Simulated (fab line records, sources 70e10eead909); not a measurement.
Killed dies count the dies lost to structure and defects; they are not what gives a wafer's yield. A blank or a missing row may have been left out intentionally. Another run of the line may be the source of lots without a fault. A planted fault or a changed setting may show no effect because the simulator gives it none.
One fault seen from 2 desks    flow nand_harc    numbers are kept per desk, each desk with only its own; the story behind them comes last

== THE DEFECT DESK ==
Per lot, the means of the sampled wafers with a number show what the inspections along the route counted. A lot is out of limits, marked OUT, if its mean lies more than 4 standard deviations from the usual mean; the brackets give that distance.
Columns: A = raw_defect_count at NHARC_A_START_INSPECT_01, usual 3.5
lot   first seen here  A
L224  day 6 10:58      3.7
L227  day 7 05:52      3.7
L229  day 7 20:08      2.3
L228  day 7 20:52      4.7
L230  day 7 21:14      3.7
L232  day 8 14:05      2.7
L237  day 9 19:14      5.7
L236  day 9 21:03      4.7
L243  day 11 01:05     2.7
L242  day 11 02:10     6.0
L245  day 11 12:07     2.7
L244  day 11 13:28     4.0
L246  day 11 21:15     3.3
L247  day 12 03:24     3.3
Result from this desk: across the 14 lots, nothing is out of limits.

== FROM THE METROLOGY DESK ==
What the gauges read for every lot (on any tool): the sampled wafers with a number, averaged. A lot is out of limits, marked OUT, if its mean lies more than 4 standard deviations from the usual mean; the brackets give that distance.
Columns: A = thk_nm at NHARC_A_ONON_D1_THK_MEAS_05, usual 1002 nm; B = thk_nm at NHARC_A_ONON_D1_THK_MEAS_18, usual 1008 nm
lot   first seen here  A               B
L224  day 7 15:38      998             1009
L227  day 8 08:18      994             1022
L228  day 8 22:18      1014            1009
L229  day 8 22:20      1479 (+43) OUT  1010
L230  day 8 22:20      995             1017
L232  day 9 14:50      1497 (+45) OUT  -
L236  day 10 22:43     997             987
L237  day 10 22:51     992             1006
L243  day 12 00:41     1010            995
L242  day 12 00:59     998             1021
L244  day 12 12:40     1025            1008
L245  day 12 12:43     1011            994
L246  day 12 22:01     1010            1012
L247  day 13 05:22     999             997
Finding of this desk: L229, L232 out of limits; the first was L229 at day 8 22:20, on thk_nm at NHARC_A_ONON_D1_THK_MEAS_05. L224, L227, L228, L230, L236, L237, L243, L242, L244, L245, L246, L247: within limits.

== PUT TOGETHER ==
L229, L232 would have let the metrology desk raise an alarm at day 8 22:20.
Nothing the defect desk looked at was out of limits.
The defect desk has L229, L232 on record, within its limits.
On pecvd_onon-04, each named lot ran NHARC_A_ONON_D1_DEP_03.

== WHAT THE SIMULATOR PUT IN ==
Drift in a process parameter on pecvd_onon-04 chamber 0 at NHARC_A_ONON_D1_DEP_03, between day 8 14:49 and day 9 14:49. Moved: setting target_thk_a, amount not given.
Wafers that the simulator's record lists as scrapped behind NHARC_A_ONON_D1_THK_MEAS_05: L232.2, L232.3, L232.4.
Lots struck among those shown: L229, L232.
Per desk, hours elapsed from the start of the fault to the first reading out of limits: for the metrology desk, 8.
